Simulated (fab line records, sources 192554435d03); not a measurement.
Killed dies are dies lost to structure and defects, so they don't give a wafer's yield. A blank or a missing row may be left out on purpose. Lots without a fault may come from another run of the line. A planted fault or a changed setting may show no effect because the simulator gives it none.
A struck lot beside a sound one | flow n5_finfet | 38 steps out of a route of 1938
Sound: wafers L491.1, L491.2, L491.6. Struck: wafer L497.3. (L497.1, L497.5 of the same lot were not struck and are left out.) The cause comes at the end.
At each step with rows: each side's tool, then ch and its chambers, then its first start. Under that, the readings that differ: sound wafers | struck wafers | difference of the means | sigmas: that difference in standard deviations of wafers without a fault.
alike: readings whose means differ by less than 2 such deviations, and words and numbers that are the same on both sides. not compared: withheld readings, readings that some wafer has no value for, bounds like >300 that may hide the same value, and numbers for which the record gives no deviation and whose values overlap.
The two part at a step that has a row with sigmas, a row that says differs or no value, or rows on one side only. Numbers that don't overlap but have no deviation are shown without sigmas and don't part them. A reading that every wafer of one side lacks parts them only if that side has two wafers or more.

first, 9 steps without rows for these wafers: N5_BEOL_M2_ANNEAL_95 (time 240 s); N5_BEOL_M2_SPUTTER_96 (material Cu, target thk 4.5 nm, time 8.29 s); N5_BEOL_M2_ECD_50 (material Cu, target thk 300 nm); N5_BEOL_M2_ANNEAL_51 (time 90 s); N5_BEOL_M2_CMP_52 (polishes, stops on SiOC, t overpolish 6.8 s, target thk 40 nm); N5_BEOL_M2_PRE_CLEAN_60 (time 15 s); N5_BEOL_M2_CO_CAP_55 (material Co, precursor CCTBA/H2, target thk 2 nm, time 102.1 s); N5_BEOL_M2_PRE_CLEAN_56 (time 15 s); N5_BEOL_M2_DEP_57 (deposits SiCN from 3MS/NH3, target thk 8 nm, time 14 s).
N5_BEOL_M3_ILD_DEP_00: deposits SiOC from DEMS/O2, target thk 79 nm, time 15.3 s.
  sound on pecvd-03 ch 0,2, day 7 04:56; struck on pecvd-03 ch 0, day 9 03:57
  reading                                      | sound             | struck | difference | sigmas
  showerhead_plenum_p_Torr (Torr)              | 5.669 5.712 5.680 | 5.731  | +0.044     | +2
  model.SiOC_of_BEOL_M3_ILD_DEP_00.thk_nm (nm) | 79.2 79 80.2      | 104.6  | +25.1      |
  alike: heater_power_w, throttle_valve_pct
N5_BEOL_M3_THK_MEAS_01:
  sound on film_metro-02, day 7 05:01; struck on film_metro-02, day 9 04:01
  reading         | sound          | struck | difference | sigmas
  M3_ILD_THK (nm) | 79.2 79.0 80.2 | 104.5  | +25.0      | +23
then, 24 steps without rows for these wafers: N5_BEOL_M3_PECVD_72 (deposits SiO2 from TEOS/O2, target thk 16 nm, time 18 s); N5_BEOL_M3_HM_DEP_02 (deposits TiN, target thk 20 nm); N5_BEOL_M3_COAT_61 (time 60 s, resist thk 60 nm); N5_BEOL_M3_COAT_62 (time 60 s, resist thk 12 nm); N5_BEOL_M3_COAT_73 (time 60 s, resist thk 5 nm); N5_BEOL_M3_COAT_05 (resist thk 30 nm); N5_BEOL_M3_EBR_07; N5_BEOL_M3_SOFTBAKE_06 (time 60 s); N5_BEOL_M3_EXPOSE_08 (exposes mask M3); N5_BEOL_M3_PEB_09 (peb time 60 s); N5_BEOL_M3_DEVELOP_10 (develop time 30 s); N5_BEOL_M3_DESCUM_16 (chemistry O2, time 7 s); N5_BEOL_M3_ETCH_74 (etches underlayer in N2/H2, target depth 6.5 nm, time 5.2 s); N5_BEOL_M3_ETCH_63 (etches SiARC in CF4, target depth 15.6 nm, time 26 s); N5_BEOL_M3_ETCH_64 (etches SOC in N2/H2, target depth 75 nm, overetch 15 nm, time 112.5 s); N5_BEOL_M3_STRIP_65 (strips in N2/H2); N5_BEOL_M3_STRIP_75 (strips in N2/H2); N5_BEOL_M3_STRIP_66 (strips in CF4); N5_BEOL_M3_HM_OPEN_17 (chemistry Cl2/BCl3, target TiN, target depth 20 nm, overetch 6 nm); N5_BEOL_M3_STRIP_19 (strips in O2); N5_BEOL_M3_COAT_67 (time 60 s, resist thk 60 nm); N5_BEOL_M3_COAT_68 (time 60 s, resist thk 12 nm); N5_BEOL_M3_COAT_76 (time 60 s, resist thk 5 nm); N5_BEOL_M3_COAT_22 (resist thk 30 nm).
N5_BEOL_M3_CMP_52: polishes, stops on SiOC, t overpolish 6.8 s, target thk 40 nm.
  sound on cmp-01 ch 1,2, day 7 14:37; struck on cmp-02 ch 1, day 9 16:47
  reading                                      | sound        | struck | difference | sigmas
  model.SiOC_of_BEOL_M3_ILD_DEP_00.thk_nm (nm) | 76.2 76 77.2 | 101.6  | +25.1      |
  model.Cu_of_BEOL_M3_ECD_50.thk_nm (nm)       | 40 41 41.8   | 65.6   | +24.7      |
  alike: edge_zone_pressure_frac, motor_current_A, platen_rpm
N5_BEOL_M4_RC_MEAS_101:
  sound on prober-01 ch 0, day 8 02:45; struck on prober-02 ch 0, day 10 03:49
  alike: DIBL_N, DIBL_P, IOFF_N, IOFF_P, ION_N, ION_P, SS_N, SS_P, VT_N, VT_P
  not compared: CHAIN_V2, CHAIN_V2_max_site
-- the record jumps here: 4 days lie between the struck wafers' starts before and after (it left off in module BEOL_M4 and takes up again in module PASSIVATION, whose first step shown is number 1936 of the route) --
N5_PASSIVATION_PROBE_49:
  sound on prober-01, day 12 18:02; struck on prober-01, day 14 07:27
  reading                  | sound          | struck | difference | sigmas
  defect_limited_yield (%) | 93.1 90.1 89.5 | 54.8   | -36.1      | -24
  killed_at_M0_to_M3       | 48 50 43       | 462    | +415       | +38
  killed_dies              | 81 117 124     | 533    | +426       | +25
  sort_bin_5_function (%)  | 4.5 5.3 5.9    | 41.7   | +36.5      | +38
  sort_n_pass              | 1099 1063 1056 | 647    | -426       | -24
  sort_yield_pct (%)       | 93.1 90.1 89.5 | 54.8   | -36.1      | -24
  alike: killed_at_M4_up, killed_at_contacts, killed_at_front_end, killed_at_other, killed_on_rim, killed_open, killed_short, sort_bin_6_memory

WHERE THEY PART
First at N5_BEOL_M3_ILD_DEP_00; last, within this record, at N5_PASSIVATION_PROBE_49.

WHY: what the simulator had put in
Process parameter drift: pecvd-03, from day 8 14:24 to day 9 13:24, at N5_BEOL_M3_ILD_DEP_00. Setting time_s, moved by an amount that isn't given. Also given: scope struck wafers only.
